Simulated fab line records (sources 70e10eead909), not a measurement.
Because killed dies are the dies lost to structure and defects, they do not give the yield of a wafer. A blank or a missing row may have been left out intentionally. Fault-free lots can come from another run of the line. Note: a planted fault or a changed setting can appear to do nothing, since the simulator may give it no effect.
What tool caused it?	flow nand-harc	13 lots, 39 wafers sampled, at 5 steps of a route of 1159

WHAT THE GAUGES READ, wafer by wafer
NHARC_P_CONTACT_INSPECT_14.
lot	measured	on	raw-defect-count
L834	day 8 00:56	defect-inspect-01	1 2 3
L831	day 8 07:03	defect-inspect-02	7 1 1
L835	day 8 07:31	defect-inspect-02	2 3 3
L838	day 8 12:58	defect-inspect-02	0 1 2
L837	day 8 14:15	defect-inspect-01	4 3 5
L841	day 8 21:54	defect-inspect-01	2 1 8
L843	day 9 03:04	defect-inspect-02	3 6 1
L845	day 9 08:23	defect-inspect-02	3 4 2
L849	day 9 19:02	defect-inspect-02	5 2 2
L848	day 9 19:29	defect-inspect-01	1 4 4
L850	day 10 06:44	defect-inspect-02	2 1 1
L854	day 11 01:01	defect-inspect-02	0 5 6
L853	day 11 01:39	defect-inspect-02	8 2 5

NHARC_END_SORT_01.
lot	measured	on	killed-at-array	killed-at-other	killed-at-periphery	killed-dies	killed-open	killed-short
L843	day 28 09:26	prober-02	49	0	3	52	3	1

WHICH TOOL RAN EACH LOT (tool, then ch and the chambers of the sampled wafers, then the start)
lot	NHARC_P_GATE_DESCUM_61	NHARC_P_GATE_DEGAS_109	NHARC_P_CONTACT_PVD_32
L834	rie-diel-06 ch 1,2, day 7 17:47	pvd-sputter-02, day 7 21:52	pvd-sputter-03, day 8 02:43
L831	rie-diel-04 ch 1,2, day 8 00:24	pvd-sputter-02, day 8 04:06	pvd-sputter-02, day 8 08:51
L835	rie-diel-04 ch 0,1,3, day 8 00:41	pvd-sputter-02, day 8 04:28	pvd-sputter-02, day 8 09:30
L838	rie-diel-06 ch 0,3, day 8 06:17	pvd-sputter-01, day 8 10:16	pvd-sputter-01, day 8 14:54
L837	rie-diel-05 ch 0,3, day 8 07:44	pvd-sputter-01, day 8 11:34	pvd-sputter-02, day 8 16:16
L841	rie-diel-04 ch 1,2,3, day 8 14:49	pvd-sputter-02, day 8 18:54	pvd-sputter-02, day 8 23:44
L843	rie-diel-06 ch 2,3, day 8 19:29	pvd-sputter-01, day 8 23:34	pvd-sputter-02, day 9 04:56
L845	rie-diel-05 ch 0,2,3, day 9 01:50	pvd-sputter-03, day 9 05:23	pvd-sputter-03, day 9 10:13
L849	rie-diel-06 ch 1,2, day 9 12:27	pvd-sputter-01, day 9 16:17	pvd-sputter-02, day 9 20:50
L848	rie-diel-04 ch 0,1,3, day 9 12:55	pvd-sputter-02, day 9 16:46	pvd-sputter-02, day 9 21:19
L850	rie-diel-05 ch 0,1,2, day 9 23:59	pvd-sputter-01, day 10 03:43	pvd-sputter-03, day 10 08:32
L854	rie-diel-06 ch 0,1, day 10 18:41	pvd-sputter-02, day 10 22:21	pvd-sputter-02, day 11 02:49
L853	rie-diel-05 ch 0,3, day 10 19:13	pvd-sputter-03, day 10 22:58	pvd-sputter-02, day 11 03:28
- NHARC_P_GATE_DESCUM_61: chemistry O2, time 3 s.
- NHARC_P_GATE_DEGAS_109: time 60 s.
- NHARC_P_CONTACT_PVD_32: deposits Ti, target thk 5 nm, time 17.7 s.

WHAT THE TOOLS THEMSELVES READ (means of the sampled wafers that have a number; where no wafer has one, the mark that the record gives instead)
NHARC_P_GATE_DESCUM_61.
lot	tool	drypump-motor-current-A (A)	mfc-ar-sccm (sccm)	oes-product-au (a.u.)	rf-vpp-V (V)	showerhead-plenum-p-Torr (Torr)	throttle-valve-pct (%)
L834	rie-diel-06	5.1	0.017	0.995	57.6	1.97	11.308
L831	rie-diel-04	5.7	0.000	0.991	58.2	1.96	11.312
L835	rie-diel-04	5.6	0.003	0.998	58.3	1.96	11.314
L838	rie-diel-06	6.4	0.003	1.000	58.4	1.98	11.313
L837	rie-diel-05	5.4	0.011	0.993	57.0	1.88	11.317
L841	rie-diel-04	5.6	0.003	1.000	58.5	1.99	11.319
L843	rie-diel-06	5.7	0.007	1.000	58.0	1.94	11.308
L845	rie-diel-05	5.7	0.006	0.995	58.1	1.93	11.308
L849	rie-diel-06	5.2	0.008	1.006	58.0	1.89	11.306
L848	rie-diel-04	5.7	0.003	1.002	58.0	1.96	11.308
L850	rie-diel-05	5.9	0.000	0.999	58.1	1.94	11.308
L854	rie-diel-06	6.1	0.008	0.997	58.4	1.99	11.311
L853	rie-diel-05	5.3	0.006	0.997	57.0	1.90	11.317

NHARC_P_GATE_DEGAS_109.
lot	tool	heater-power-w (W)
L834	pvd-sputter-02	469
L831	pvd-sputter-02	501
L835	pvd-sputter-02	461
L838	pvd-sputter-01	500
L837	pvd-sputter-01	461
L841	pvd-sputter-02	474
L843	pvd-sputter-01	496
L845	pvd-sputter-03	434
L849	pvd-sputter-01	486
L848	pvd-sputter-02	501
L850	pvd-sputter-01	497
L854	pvd-sputter-02	491
L853	pvd-sputter-03	441

NHARC_P_CONTACT_PVD_32.
lot	tool	throttle-valve-pct (%)
L834	pvd-sputter-03	28.6
L831	pvd-sputter-02	29.9
L835	pvd-sputter-02	29.5
L838	pvd-sputter-01	30.7
L837	pvd-sputter-02	29.6
L841	pvd-sputter-02	29.5
L843	pvd-sputter-02	29.6
L845	pvd-sputter-03	29.7
L849	pvd-sputter-02	29.7
L848	pvd-sputter-02	29.6
L850	pvd-sputter-03	28.7
L854	pvd-sputter-02	29.7
L853	pvd-sputter-02	29.2

THE ANSWER, worked out from the rows above alone
Rule: the lots themselves supply what counts as usual. The widest of any qualifying gaps counts: lots, ordered by their means at a reading, are off when they make up no more than a third of the lots, leave a main group of 4 or more, and stand apart from it by 3 or more times the standard deviation of that group's means. If all means in a main group match to the digits the tables above print for the reading, that group is not used. Also off: a lot with no number at a reading for which 4 or more lots have one. Any other lot the step has rows for is counted as sound. First the gauges in route order, then the tools' own readings, where a lot's mean is used as printed above. The first step at which some lot is off is used, and at that step the reading that is off furthest; a lot without a number counts as furthest.
No lot is off on any of the readings shown, so nothing can be concluded from this.

WHAT THE SIMULATOR HAD PUT IN
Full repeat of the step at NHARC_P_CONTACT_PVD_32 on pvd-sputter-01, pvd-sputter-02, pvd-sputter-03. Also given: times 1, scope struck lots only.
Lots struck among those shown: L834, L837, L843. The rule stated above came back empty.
